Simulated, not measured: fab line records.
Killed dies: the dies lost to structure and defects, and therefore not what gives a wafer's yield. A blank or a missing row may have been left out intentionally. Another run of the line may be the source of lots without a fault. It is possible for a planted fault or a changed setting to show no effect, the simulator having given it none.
Struck lot and sound lot, side by side    flow n5 finfet    16 steps out of a route of 1938
Sound: wafers L949.1, L949.4, L949.6. Struck: wafers L960.4, L960.6. (L960.3 of the same lot was not struck and is left out.) The cause comes at the end.
For every step that has rows: the tool of each side, followed by ch and its chambers, followed by its first start. Under that, the readings that differ: sound wafers    struck wafers    difference of the means    sigmas: that difference in standard deviations of wafers without a fault.
alike: a reading whose means differ by less than 2 such deviations, as well as words and numbers matching on both sides. not compared: withheld readings; readings where some wafer has no value; bounds like >300 that might hide an equal value; numbers whose values overlap and for which the record gives no deviation.
The two part at a step that has a row with sigmas, a row that says differs or no value, or rows on one side only. Non-overlapping numbers with no deviation appear without sigmas and do not part them. Lack of a reading on every wafer of one side parts them only where that side has two or more wafers.

N5_GATE_CUT_OVL_MEAS_14:
  sound on overlay-01 ch 0, day 7 04:43; struck on overlay-01 ch 0, day 10 01:22
  alike: GATE_CUT_OVL
N5_GATE_CUT_INSPECT_15: inspects for defects (brightfield).
  sound: defect inspect-02 at day 7 04:46; struck: defect inspect-01 at day 10 01:25
reading           sound        struck  difference  sigmas
raw defect count  149 157 141  67 82   -74         -2
then, 1 step without rows for these wafers: N5_GATE_CUT_DESCUM_18 (chemistry O2, time 7 s).
N5_GATE_CUT_ETCH_28: etches underlayer in N2/H2, target depth 13 nm, time 10.4 s.
  sound on rie diel-02 ch 1,2,3, day 7 04:50; struck on rie diel-03 ch 1,2, day 10 01:34
  alike: drypump motor current A, etch rf on time s, oes product au, rf vpp V, showerhead plenum p Torr, throttle valve pct
  not compared: rf hours counter h
then, 1 step without rows for these wafers: N5_GATE_CUT_ETCH_36 (etches SiARC in CF4, target depth 13 nm, time 21.7 s).
N5_GATE_CUT_ETCH_37: etches SOC in N2/H2, target depth 60 nm, overetch 12 nm, time 90 s.
  sound on rie diel-02 ch 1,2,3, day 7 04:53; struck on rie diel-03 ch 1,2, day 10 01:36
  alike: drypump motor current A, oes product au, rf vpp V, showerhead plenum p Torr, temp c, throttle valve pct
  not compared: rf hours counter h
then, 2 steps without rows for these wafers: N5_GATE_CUT_STRIP_38 (strips in N2/H2); N5_GATE_CUT_STRIP_39 (strips in N2/H2).
N5_GATE_CUT_HM_OPEN_40: chemistry C4F6/O2, target SiO2, target depth 139 nm, time 85.1 s.
  sound on rie diel-02 ch 1,2,3, day 7 04:58; struck on rie diel-03 ch 1,2, day 10 01:41
  alike: drypump motor current A, etch rf on time s, oes product au, rf vpp V, showerhead plenum p Torr, throttle valve pct
  not compared: rf hours counter h
then, 1 step without rows for these wafers: N5_GATE_CUT_STRIP_41 (strips in CF4).
N5_GATE_CUT_STRIP_42: strips in O2.
  sound on rie diel-02 ch 1,2,3, day 7 05:03; struck on rie diel-03 ch 1,2, day 10 01:46
  alike: drypump motor current A, oes product au, rf vpp V, showerhead plenum p Torr, temp c, throttle valve pct
  not compared: rf hours counter h
then, 1 step without rows for these wafers: N5_GATE_CUT_ETCH_19 (etches SiNx in CH3F/O2, target depth 53.7 nm, time 76.7 s).
N5_GATE_CUT_CUT_ETCH_53: etches W in SF6/Cl2, target depth 79.2 nm.
  sound on rie metal-01 ch 0,1, day 7 05:12; struck on rie metal-01 ch 0, day 10 01:56
reading                sound           struck     difference  sigmas
etch rf on time s (s)  26.7 25.5 25.5  19.4 19.4  -6.5        -13
  alike: drypump motor current A, oes product au, throttle valve pct
  not compared: rf hours counter h
N5_GATE_CUT_CUT_ETCH_54: etches TiN in Cl2/BCl3, target depth 96.7 nm.
  sound on rie metal-01 ch 0,1, day 7 05:16; struck on rie metal-01 ch 0, day 10 01:59
  alike: drypump motor current A, etch rf on time s, oes product au, throttle valve pct
  not compared: rf hours counter h
-- record jumps: 4 days separate the struck wafers' starts on either side; left off in module GATE_CUT, taken up again in module BEOL_M4, whose first shown step is the route's number 1111 --
N5_BEOL_M4_RC_MEAS_101:
  sound on prober-01 ch 0, day 10 11:14; struck on prober-02 ch 0, day 14 08:02
  alike: DIBL_N, DIBL_P, IOFF_N, IOFF_P, ION_N, ION_P, SS_N, SS_P, VT_N, VT_P
then, 1 step without rows for these wafers: N5_PASSIVATION_PROBE_49.

== WHERE THEY PART ==
Last at N5_GATE_CUT_CUT_ETCH_53 as far as this record goes, first at N5_GATE_CUT_INSPECT_15. Later steps at which nothing parts them and some readings are alike: N5_GATE_CUT_CUT_ETCH_54, N5_BEOL_M4_RC_MEAS_101.

WHY: the cause the simulator had injected
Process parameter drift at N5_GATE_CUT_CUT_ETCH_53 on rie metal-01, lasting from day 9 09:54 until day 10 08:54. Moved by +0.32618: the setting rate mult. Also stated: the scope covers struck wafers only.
